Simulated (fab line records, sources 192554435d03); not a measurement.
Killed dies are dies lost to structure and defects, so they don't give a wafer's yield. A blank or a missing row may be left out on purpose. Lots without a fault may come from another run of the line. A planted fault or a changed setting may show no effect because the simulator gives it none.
fab line records | flow n5_finfet
record lots=4 wafers=12 last_day=17
route steps=1938 shown STI_FIN_REVEAL@209 DUMMY_GATE@212 ILD0@338 BEOL_M4@1111
lots that met no fault: from a run of the same line without faults
start_h: hours from the record's first day to the start of the lot's first wafer shown | wait_h: hours since the lot's step before | " the same as in the row above | L1.1+2: a row that stands for several wafers | - no value, or no start given | * or withheld: withheld | < > ~ a bound
route shown NAME@n: a module of which the file shows steps, and the number in the route of the first | usual: mean/standard deviation of fault-free wafers | same: alike in all rows | chamber/n: place in a boat | sites: the reading at each site | _std_site: their standard deviation | _edge_site: outer sites' mean less inner sites' | radius_mm: how far each site lies from the wafer's centre | mask NAME#n: copy n | behind: the tool/chamber that last shaped the wafer | hold: why the lot was held/for how many hours/how that ended | device: the transistor (n, p or np) that didn't switch | end of line: the same wafers' tests at the end of the route | a step without rows: its recipe alone | killed: dies lost to structure and defects at the first sort, not the wafer's yield | map: a wafer's dies, x killed, . not, _ none there
set.NAME: the setting as run; set.NAME@STEP: as run at that earlier step | model.NAME: the simulator's own value behind a step, which no gauge read
lots at some steps of the route; a table a step, a row a wafer
services: from which hour (start_h, from the record's first day; less than 0 if before it) a tool's chamber was out of use, for how many hours, and why
## steps
# step N5_STI_FIN_REVEAL_PRECLEAN_18
# recipe chemistry=SC2 time_s=45 temp_c=35 mix=1:1:50
# step N5_STI_FIN_REVEAL_SRD_28
# recipe dry=ipa_marangoni time_s=30 temp_c=23 rinse_liquid=diw
# step N5_DUMMY_GATE_PRECLEAN_00
# recipe chemistry=O3/DIW time_s=60 temp_c=22 o3_ppm=10
# step N5_DUMMY_GATE_SRD_01
# recipe time_s=30 temp_c=23 rinse_liquid=diw dry=ipa_marangoni
# step N5_DUMMY_GATE_ALD_02
# recipe material=SiO2 target_thk_a=20 temp_c=300 ald_precursor_family=BDEAS ald_co_reactant=O2-plasma pulse_time_s=1 pressure_torr=2
# step N5_DUMMY_GATE_CVD_03
# recipe material=a-Si target_thk_a=1500 temp_c=530 precursor=SiH4 time_s=8042
# step N5_DUMMY_GATE_PRECLEAN_46
# recipe chemistry=DIW time_s=89.5 temp_c=23
# step N5_DUMMY_GATE_SRD_47
# recipe dry_time_s=32 dry=n2_spin spin_rpm=1500
# step N5_DUMMY_GATE_CMP_04
# recipe material=a-Si post_cmp_clean=alkaline_brush
# step N5_DUMMY_GATE_HM_DEP_06
# recipe material=SiNx target_thk_a=800 precursor=DCS/NH3 temp_c=700 pressure_mtorr=300 time_s=5141
# columns lot.wafer tool chamber start_h wait_h model.SiNx_of_DUMMY_GATE_HM_DEP_06.thk_nm
L506.4+5 lpcvd-02 1/104,1/109 42.50 0.0 80.2
L506.6 " 1/114 " " 80
L518.2 lpcvd-02 0/45 116.34 0.0 144.4
L518.5+6 " 0/59,0/64 " " 144.6
L519.1 lpcvd-02 0/40 122.20 1.1 145.4
L519.4 " 0/54 " " 145
L519.6 " 0/64 " " 144.4
L529.3 lpcvd-01 0/75 181.33 0.0 80.2
L529.4 " 0/79 " " 81
L529.5 " 0/84 " " 79.8
# step N5_DUMMY_GATE_PECVD_30
# recipe material=SiO2 target_thk_a=550 temp_c=400 precursor=TEOS/O2 pressure_torr=6.5 rf_w=withheld teos_flow_sccm=withheld gas=O2 flow_sccm=2650 time_s=10.8
# step N5_DUMMY_GATE_COAT_34
# recipe resist=SOC temp_c=250 time_s=60 spin_rpm=1500 resist_thk_nm=60
# step N5_DUMMY_GATE_COAT_35
# recipe resist=SiARC temp_c=220 time_s=60 spin_rpm=1500 resist_thk_nm=10
# step N5_DUMMY_GATE_COAT_28
# recipe resist=underlayer temp_c=205 time_s=60 spin_rpm=1500 resist_thk_nm=10
# step N5_DUMMY_GATE_COAT_09
# recipe resist=CAR-EUV spin_rpm=1500 resist_thk_nm=30
# step N5_DUMMY_GATE_EBR_11
# recipe solvent=PGMEA ebr_width_mm=1.5
# step N5_DUMMY_GATE_SOFTBAKE_10
# recipe temp_c=110 time_s=60 resist=CAR-EUV
# step N5_DUMMY_GATE_EXPOSE_12
# recipe mask_id=GATE na=0.33 source_shape=annular sigma_inner=0.2 sigma_outer=0.6 polarization=unpolarized target_cd_nm=25 dose_mj=34
# step N5_DUMMY_GATE_PEB_13
# recipe peb_temp_c=100 peb_time_s=60 resist=CAR-EUV
# step N5_DUMMY_GATE_DEVELOP_14
# recipe develop_time_s=30 developer=TMAH resist=CAR-EUV rinse_liquid=surfactant_rinse dry=air_spin dev_temp_c=23
# step N5_DUMMY_GATE_DESCUM_20
# recipe chemistry=O2 time_s=6.2 source_power_w=50 bias_power_w=20 pressure_mtorr=20 rf_frequency_hz=2.712e+07 temp_c=40 resist=CAR-EUV o2_flow_sccm=225
# step N5_DUMMY_GATE_ETCH_29
# recipe chemistry=N2/H2 target=underlayer target_depth_a=130 ion_energy_ev=200 pressure_mtorr=30 source_w=840 bias_w=150 n2_flow_sccm=200 h2_flow_sccm=200
# step N5_DUMMY_GATE_ETCH_36
# recipe chemistry=CF4 target=SiARC target_depth_a=130 pressure_mtorr=40 source_w=545 bias_w=36 Ar_flow_sccm=100 cf4_flow_sccm=100 ion_energy_ev=80
# step N5_DUMMY_GATE_ETCH_37
# recipe chemistry=N2/H2 target=SOC target_depth_a=600 overetch_a=300 temp_c=40 ion_energy_ev=200 pressure_mtorr=30 source_w=840 bias_w=150 n2_flow_sccm=200 h2_flow_sccm=200
# step N5_DUMMY_GATE_STRIP_38
# recipe chemistry=N2/H2 temp_c=40 n2_flow_sccm=200 h2_flow_sccm=200 rf_frequency_hz=6e+07
# step N5_DUMMY_GATE_STRIP_39
# recipe chemistry=N2/H2 temp_c=40 n2_flow_sccm=200 h2_flow_sccm=200 rf_frequency_hz=6e+07
# step N5_DUMMY_GATE_TRIM_49
# recipe chemistry=O2 resist=SOC time_s=29 target_cd_nm=14 source_power_w=300 bias_power_w=0 O2_flow_sccm=100 temp_c=20
# step N5_DUMMY_GATE_STRIP_40
# recipe chemistry=CF4 resist=SiARC power_w=300 bias_power_w=75 pressure_mtorr=50 cf4_flow_sccm=150 rf_frequency_hz=6e+07
# step N5_DUMMY_GATE_ETCH_31
# recipe chemistry=C4F6/O2 target=SiO2 mask_material=SOC target_depth_a=825 time_s=27.5 ion_energy_ev=250 pressure_mtorr=30 source_w=345 bias_w=185 Ar_flow_sccm=300 C4F6_flow_sccm=10 O2_flow_sccm=10
# step N5_DUMMY_GATE_STRIP_41
# recipe chemistry=O2 power_w=400 temp_c=40 pressure_mtorr=30 rf_frequency_hz=6e+07 bias_power_w=0 overash_fraction=0.3 o2_flow_sccm=225
# step N5_DUMMY_GATE_HM_OPEN_21
# recipe chemistry=CH3F/O2 target=SiNx target_depth_a=1200 Ar_flow_sccm=150 CH3F_flow_sccm=30 O2_flow_sccm=23 time_s=171.4 pressure_mtorr=30 source_w=395 bias_w=73 ion_energy_ev=120.7
# step N5_DUMMY_GATE_ETCH_32
# recipe chemistry=CF4 target=SiO2 target_depth_a=35 time_s=3.9 ion_energy_ev=350 pressure_mtorr=10 icp_w=800 bias_w=400 cf4_flow_sccm=80
# step N5_DUMMY_GATE_ETCH_23
# recipe chemistry=HBr/Cl2/O2 HBr_flow_sccm=150 Cl2_flow_sccm=80 O2_flow_sccm=12 bias_w=102 target_depth_a=410 time_s=22.3 target=poly-Si mask_material=SiO2 pressure_mtorr=10 icp_w=800
# step N5_DUMMY_GATE_ETCH_44
# recipe chemistry=HBr/O2 over_etch_frac=0.7 target_depth_a=1275 stop_on=SiO2 ion_energy_ev=60 bias_w=20 target=poly-Si mask_material=SiO2 pressure_mtorr=20 icp_w=400 HBr_flow_sccm=120 O2_flow_sccm=10
# step N5_ILD0_CMP_03
# recipe stop_on=SiNx t_overpolish_s=1.9 post_cmp_clean=alkaline_brush down_force_psi=4.1491 platen_rpm=51.796 pad_velocity_m_s=1.0306 target_thk_nm=197.38
# usual motor_current_A=12.0/1.2 overpolish_run_s=1.901/0.0091 pad_life_wafers=924/650 time_to_endpoint_s=71/4.1
# columns lot.wafer tool chamber start_h wait_h motor_current_A overpolish_run_s pad_life_wafers time_to_endpoint_s model.SiNx_of_DUMMY_GATE_HM_DEP_06.thk_nm
L506.4 cmp-02 0 61.52 0.1 11.6 1.905 45 74 77.2
L506.6 " 1 " " 12.2 1.896 - 67 77
L506.5 " 2 " " 13.0 1.899 - 74 77.2
L518.2 cmp-03 2 136.89 0.1 12.5 1.903 1352 69 141.2
L518.5 " 0 " " 14.0 1.903 - 67 141.6
L518.6 " 1 " " 12.0 1.892 - 76 141.6
L519.4 cmp-03 2 140.41 0.0 11.9 1.906 1392 71 142
L519.1 " 0 " " 15.0 1.907 1394 67 142.4
L519.6 " 3 " " 11.1 1.893 - 68 141.4
L529.3 cmp-02 1 202.45 0.1 11.5 1.899 1148 70 77
L529.4 " 2 " " 12.3 1.899 1149 74 77.8
L529.5 " 3 " " 14.0 1.906 - 74 76.8
# step N5_BEOL_M4_RC_MEAS_101
# usual DIBL_N=35.8/1.6 DIBL_P=36.0/2.1 IOFF_N=0.153/0.026 IOFF_P=0.21/0.037 ION_N=673/11 ION_P=462/7.6 SS_N=71.4/0.53 SS_P=73.2/0.67 VT_N=250/3.2 VT_P=-250/3.7
# columns lot.wafer tool chamber start_h wait_h DIBL_N[mV/V] DIBL_P[mV/V] IOFF_N[nA/um] IOFF_P[nA/um] ION_N[uA/um] ION_P[uA/um] SS_N[mV/dec] SS_P[mV/dec] VT_N[mV] VT_P[mV]
L506.4 prober-02 0 169.88 0.5 33.7 34.6 0.130 0.19 675 469 70.5 72.6 251 -250
L506.5 " 0 " " 36.0 37.8 0.163 0.24 694 477 71.3 72.8 247 -248
L506.6 " 0 " " 32.9 33.0 0.114 0.16 670 460 70.0 72.0 252 -254
L518.2 prober-02 0 240.85 0.2 34.3 34.2 0.139 0.19 684 462 71.4 72.5 250 -249
L518.5 " 0 " " 35.3 34.1 0.137 0.19 665 462 70.9 72.5 252 -251
L518.6 " 0 " " 35.5 36.5 0.164 0.24 690 473 71.1 73.1 246 -246
L519.1 prober-01 0 251.66 0.0 35.4 35.5 0.170 0.22 681 464 72.2 72.7 248 -249
L519.4 " 0 " " 33.6 34.4 0.129 0.20 656 459 71.7 72.3 254 -250
L519.6 " 0 " " 33.7 34.3 0.134 0.19 659 461 71.2 72.1 251 -250
L529.3 prober-01 0 306.44 0.3 36.8 34.1 0.152 0.18 670 456 71.5 73.1 252 -255
L529.4 " 0 " " 36.2 35.0 0.149 0.20 674 455 71.8 73.4 251 -254
L529.5 " 0 " " 35.1 33.0 0.130 0.17 664 455 71.4 73.3 253 -254
## services
# columns tool chamber start_h hours kind
cmp-02 - 50.33 4.0 pm
cmp-02 - 54.33 - consumable_replace:conditioner
cmp-02 - 54.33 - consumable_replace:pad
cmp-03 - 55.30 0.9 repair
cmp-03 - 89.20 2.3 repair
cmp-03 - 114.49 0.3 repair
cmp-02 - 136.75 1.0 repair
cmp-02 - 157.28 1.2 repair
cmp-02 - 166.88 3.1 repair
cmp-03 - 172.84 7.8 repair
lpcvd-01 - 175.05 2.8 pm
cmp-03 - 183.94 1.6 repair
## key
first_sign none at tools or gauges
model_effect step=N5_DUMMY_GATE_HM_DEP_06 value=SiNx_of_DUMMY_GATE_HM_DEP_06.thk_nm without=80.13 struck=144.7
model_effect step=N5_ILD0_CMP_03 value=SiNx_of_DUMMY_GATE_HM_DEP_06.thk_nm without=77.1 struck=141.7
met_at N5_DUMMY_GATE_HM_DEP_06
struck_wafers L518.2,L518.5,L518.6,L519.1,L519.4,L519.6
fault kind=process_parameter_drift tool=lpcvd-02 chamber=- onset_h=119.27 steps=N5_DUMMY_GATE_HM_DEP_06 channel=time_s offset=* shape=step end_h=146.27 acts_in=* stated=*
